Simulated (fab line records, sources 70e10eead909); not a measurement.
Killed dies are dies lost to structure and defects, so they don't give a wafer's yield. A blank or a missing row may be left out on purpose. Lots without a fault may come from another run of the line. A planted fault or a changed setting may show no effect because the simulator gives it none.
Which tool did it? | flow nand_harc | 6 lots, 18 wafers sampled, at 5 steps of a route of 1159

WHAT THE GAUGES READ, wafer by wafer
NHARC_P_CONTACT_CD_MEAS_12: target cd 90 nm.
lot  | measured     | on        | cd_nm (nm)
L639 | day 6 00:12  | cd_sem-03 | 90.4 89.0 89.8
L641 | day 6 15:03  | cd_sem-01 | 89.7 90.0 89.6
L643 | day 6 21:48  | cd_sem-02 | 89.3 88.7 89.2
L647 | day 7 18:49  | cd_sem-02 | 84.6 84.0 84.8
L657 | day 10 06:58 | cd_sem-01 | 90.6 91.2 89.8
L661 | day 11 14:37 | cd_sem-03 | 90.2 90.0 89.8

WHICH TOOL RAN EACH LOT (tool, then ch and the chambers of the sampled wafers, then the start)
lot  | NHARC_P_GATE_STRIP_108            | NHARC_P_GATE_DESCUM_61             | NHARC_P_CONTACT_DEP_00                    | NHARC_P_CONTACT_EXPOSE_09
L639 | rie_diel-11 ch 1,2,3, day 5 04:28 | rie_diel-11 ch 2,3, day 5 17:35    | pecvd-02 ch 0,1,2, day 6 00:04 or earlier | arfi_scanner-02 ch 0, day 6 00:04
L641 | rie_diel-11 ch 1,3, day 5 19:35   | rie_diel-11 ch 1,2, day 6 08:43    | pecvd-04 ch 0,1,2, day 6 14:55 or earlier | arfi_scanner-02 ch 0, day 6 14:55
L643 | rie_diel-05 ch 0,2,3, day 6 00:20 | rie_diel-11 ch 0,2,3, day 6 15:32  | pecvd-02 ch 0,1, day 6 21:40 or earlier   | arfi_scanner-01 ch 0, day 6 21:40
L647 | rie_diel-05 ch 0,3, day 6 23:22   | rie_diel-07 ch 1,2, day 7 12:19    | pecvd-01 ch 1,2, day 7 18:40 or earlier   | arfi_scanner-01 ch 0, day 7 18:40
L657 | rie_diel-07 ch 0,2,3, day 9 11:06 | rie_diel-11 ch 0,1,2, day 10 00:04 | pecvd-04 ch 0,2, day 10 06:50 or earlier  | arfi_scanner-02 ch 0, day 10 06:50
L661 | rie_diel-11 ch 1,2, day 10 19:16  | rie_diel-07 ch 0,1,3, day 11 08:29 | pecvd-04 ch 1,2, day 11 14:29 or earlier  | arfi_scanner-03 ch 0, day 11 14:29
- NHARC_P_GATE_STRIP_108: strips in O2.
- NHARC_P_GATE_DESCUM_61: chemistry O2, time 3 s.
- NHARC_P_CONTACT_DEP_00: deposits SiO2, target thk 500 nm.
- NHARC_P_CONTACT_EXPOSE_09: exposes mask P CA, target cd 90 nm.

THE ANSWER, worked out from the rows above alone
Rule: what is usual is taken from the lots themselves. Put in order of their means at a reading, lots are off if they are a third of the lots or fewer, leave a main group of 4 or more, and stand apart from it by a gap of 3 or more times the standard deviation of the main group's means; of several such gaps the widest counts. A main group whose means are all the same, to the digits that the tables above print for the reading, isn't used. A lot without any number at a reading at which 4 lots or more have one is off too. The other lots that the step has rows for count as sound.
Off: L647, at NHARC_P_CONTACT_CD_MEAS_12 (cd_nm). The main group: mean 89.8 nm, standard deviation 0.47.
A tool fits if, at a process step before that reading, it ran every lot that is off, and no sound lot after the first of them. The gauges at NHARC_P_CONTACT_CD_MEAS_12 are tried like those tools. NHARC_P_CONTACT_DEP_00 gives no start for some lots, so the hours and the order of its lots are those of NHARC_P_CONTACT_EXPOSE_09. Can't be told from this: 4 tools fit, rie_diel-05 at NHARC_P_GATE_STRIP_108, pecvd-01 at NHARC_P_CONTACT_DEP_00, arfi_scanner-01 at NHARC_P_CONTACT_EXPOSE_09, cd_sem-02 at NHARC_P_CONTACT_CD_MEAS_12.

WHAT THE SIMULATOR HAD PUT IN
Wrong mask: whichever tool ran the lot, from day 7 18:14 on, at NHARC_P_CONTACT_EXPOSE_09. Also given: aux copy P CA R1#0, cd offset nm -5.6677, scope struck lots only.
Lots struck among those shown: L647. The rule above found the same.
